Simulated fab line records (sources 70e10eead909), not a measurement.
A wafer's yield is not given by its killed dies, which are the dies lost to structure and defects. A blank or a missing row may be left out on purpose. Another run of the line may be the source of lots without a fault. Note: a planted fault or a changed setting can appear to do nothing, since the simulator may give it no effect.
Which tool is to blame? ; flow nandHarc ; 14 lots, 42 wafers sampled, at 5 steps of a route of 1159

== WHAT EACH GAUGE READ, for each wafer ==
NHARC_END_SORT_01.
lot;measured;on;killedAtArray;killedAtOther;killedAtPeriphery;killedDies;killedOpen;killedShort
L756;day 21 04:43;prober-02;21 20 26;1 2 1;532 540 533;554 562 560;4 2 4;2 1 0
L757;day 21 04:43;prober-01;6 5 5;1 0 0;540 556 544;547 561 549;3 2 1;0 1 0
L765;day 23 03:16;prober-01;28 25 34;0 1 0;3 3 2;31 29 36;0 0 3;1 0 2

== WHICH TOOL RAN EACH LOT (tool, then ch and the chambers of the sampled wafers, then the start) ==
lot;NHARC_P_STI_OXIDE_33;NHARC_THIN_TSV_PVD_51;NHARC_THIN_TSV_ANNEAL_52;NHARC_THIN_TSV_DESCUM_35
L749;furnace-04 ch 0, day 2 16:39;pvdSputter-02, day 19 06:52 or earlier;rtpAnneal-02 ch 0, day 19 06:52;rieDiel-04 ch 1,3, day 19 09:01
L750;furnace-04 ch 0, day 3 01:22;pvdSputter-01, day 19 05:02 or earlier;rtpAnneal-01 ch 0, day 19 05:02;rieDiel-12 ch 1,2,3, day 19 06:59
L756;furnace-04 ch 0, day 4 11:35;pvdSputter-01, day 20 19:43 or earlier;rtpAnneal-01 ch 0, day 20 19:43;rieDiel-07 ch 0,1,3, day 20 21:42
L757;furnace-04 ch 0, day 4 19:32;pvdSputter-03, day 20 16:40 or earlier;rtpAnneal-01 ch 0, day 20 16:40;rieDiel-12 ch 1,2,3, day 20 18:46
L761;furnace-05 ch 0, day 5 15:23;pvdSputter-03, day 21 19:19 or earlier;rtpAnneal-02 ch 0, day 21 19:19;rieDiel-07 ch 0,1,3, day 21 21:26
L762;furnace-05 ch 0, day 6 00:30;pvdSputter-02, day 21 16:47 or earlier;rtpAnneal-01 ch 0, day 21 16:47;rieDiel-07 ch 1,2,3, day 21 18:55
L763;furnace-08 ch 0, day 6 05:23;pvdSputter-02, day 21 21:52 or earlier;rtpAnneal-02 ch 0, day 21 21:52;rieDiel-04 ch 0,1,2, day 21 23:59
L764;furnace-05 ch 0, day 6 10:14;pvdSputter-03, day 22 17:54 or earlier;rtpAnneal-02 ch 0, day 22 17:54;rieDiel-12 ch 0,1,3, day 22 19:58
L765;furnace-08 ch 0, day 6 19:43;pvdSputter-03, day 22 16:20 or earlier;rtpAnneal-02 ch 0, day 22 16:20;rieDiel-07 ch 0,2, day 22 18:28
L766;furnace-08 ch 0, day 6 19:43;pvdSputter-02, day 23 03:34 or earlier;rtpAnneal-02 ch 0, day 23 03:34;rieDiel-04 ch 1,2,3, day 23 05:38
L769;furnace-08 ch 0, day 7 16:25;pvdSputter-01, day 23 12:19 or earlier;rtpAnneal-01 ch 0, day 23 12:19;rieDiel-12 ch 1,2, day 23 14:21
L770;furnace-08 ch 0, day 8 00:19;pvdSputter-03, day 23 21:46 or earlier;rtpAnneal-01 ch 0, day 23 21:46;rieDiel-12 ch 0,1,2, day 23 23:51
L771;furnace-05 ch 0, day 8 05:45;pvdSputter-03, day 23 17:33 or earlier;rtpAnneal-02 ch 0, day 23 17:33;rieDiel-04 ch 1,3, day 23 19:35
L772;furnace-04 ch 0, day 8 10:21;pvdSputter-01, day 23 18:18 or earlier;rtpAnneal-02 ch 0, day 23 18:18;rieDiel-12 ch 2,3, day 23 20:21
- NHARC_P_STI_OXIDE_33: material SiO2, target thk 10 nm, ox time 281 s.
- NHARC_THIN_TSV_PVD_51: deposits Cu, target thk 100 nm.
- NHARC_THIN_TSV_ANNEAL_52: time 90 s.
- NHARC_THIN_TSV_DESCUM_35: chemistry O2, time 3 s.

== AS READ BY THE TOOLS THEMSELVES (means over the sampled wafers that have a number; for cases with no such wafer, the mark the record gives instead) ==
NHARC_P_STI_OXIDE_33.
lot;tool;zonePowerLowerPct (%)
L749;furnace-04;23.0
L750;furnace-04;23.1
L756;furnace-04;23.2
L757;furnace-04;23.3
L761;furnace-05;25.7
L762;furnace-05;25.5
L763;furnace-08;21.2
L764;furnace-05;25.5
L765;furnace-08;21.2
L766;furnace-08;21.0
L769;furnace-08;20.9
L770;furnace-08;21.3
L771;furnace-05;25.7
L772;furnace-04;23.0

NHARC_THIN_TSV_PVD_51.
lot;tool;throttleValvePct (%)
L749;pvdSputter-02;29.4
L750;pvdSputter-01;29.6
L756;pvdSputter-01;29.5
L757;pvdSputter-03;30.0
L761;pvdSputter-03;30.2
L762;pvdSputter-02;28.4
L763;pvdSputter-02;29.0
L764;pvdSputter-03;29.9
L765;pvdSputter-03;30.1
L766;pvdSputter-02;28.2
L769;pvdSputter-01;29.9
L770;pvdSputter-03;29.5
L771;pvdSputter-03;29.7
L772;pvdSputter-01;29.5

NHARC_THIN_TSV_ANNEAL_52.
lot;tool;wafer_temp_C_max
L749;rtpAnneal-02;225.98
L750;rtpAnneal-01;226.09
L756;rtpAnneal-01;225.66
L757;rtpAnneal-01;225.86
L761;rtpAnneal-02;225.97
L762;rtpAnneal-01;225.63
L763;rtpAnneal-02;225.95
L764;rtpAnneal-02;225.70
L765;rtpAnneal-02;226.13
L766;rtpAnneal-02;225.93
L769;rtpAnneal-01;225.54
L770;rtpAnneal-01;226.04
L771;rtpAnneal-02;225.90
L772;rtpAnneal-02;225.74

NHARC_THIN_TSV_DESCUM_35.
lot;tool;drypumpMotorCurrentA (A);oesProductAu (a.u.);rfVppV (V);showerheadPlenumPTorr (Torr);throttleValvePct (%)
L749;rieDiel-04;6.0;0.993;57.8;1.92;11.316
L750;rieDiel-12;5.6;1.007;57.3;1.88;11.304
L756;rieDiel-07;6.0;1.003;57.5;1.86;11.314
L757;rieDiel-12;5.6;0.999;58.2;1.88;11.320
L761;rieDiel-07;6.0;1.012;57.0;1.86;11.316
L762;rieDiel-07;5.9;0.996;57.6;1.89;11.304
L763;rieDiel-04;5.7;0.987;57.2;1.89;11.314
L764;rieDiel-12;5.6;1.008;57.6;1.93;11.308
L765;rieDiel-07;5.9;0.997;58.1;1.86;11.308
L766;rieDiel-04;5.7;0.983;56.8;1.90;11.321
L769;rieDiel-12;5.8;1.026;57.1;1.89;11.312
L770;rieDiel-12;5.5;1.019;58.6;1.93;11.313
L771;rieDiel-04;5.9;0.977;58.0;1.92;11.314
L772;rieDiel-12;5.4;0.995;58.3;1.85;11.308

== THE ANSWER, worked out from the rows above alone ==
Rule: usual is defined by the lots themselves. The widest of any qualifying gaps counts: lots, ordered by their means at a reading, are off when they make up no more than a third of the lots, leave a main group of 4 or more, and stand apart from it by 3 or more times the standard deviation of that group's means. If all means in a main group match to the digits the tables above print for the reading, that group is not used. Also off: a lot with no number at a reading for which 4 or more lots have one. Where the step has rows for the other lots, those lots are counted as sound. First the gauges in route order, then the tools' own readings, where a lot's mean is used as printed above. At the first step where some lot is off, the reading lying furthest off is the one used; lots without a number count as furthest.
Nothing can be told from this: no lot is off at any reading shown.

== WHAT HAD BEEN PUT IN BY THE SIMULATOR ==
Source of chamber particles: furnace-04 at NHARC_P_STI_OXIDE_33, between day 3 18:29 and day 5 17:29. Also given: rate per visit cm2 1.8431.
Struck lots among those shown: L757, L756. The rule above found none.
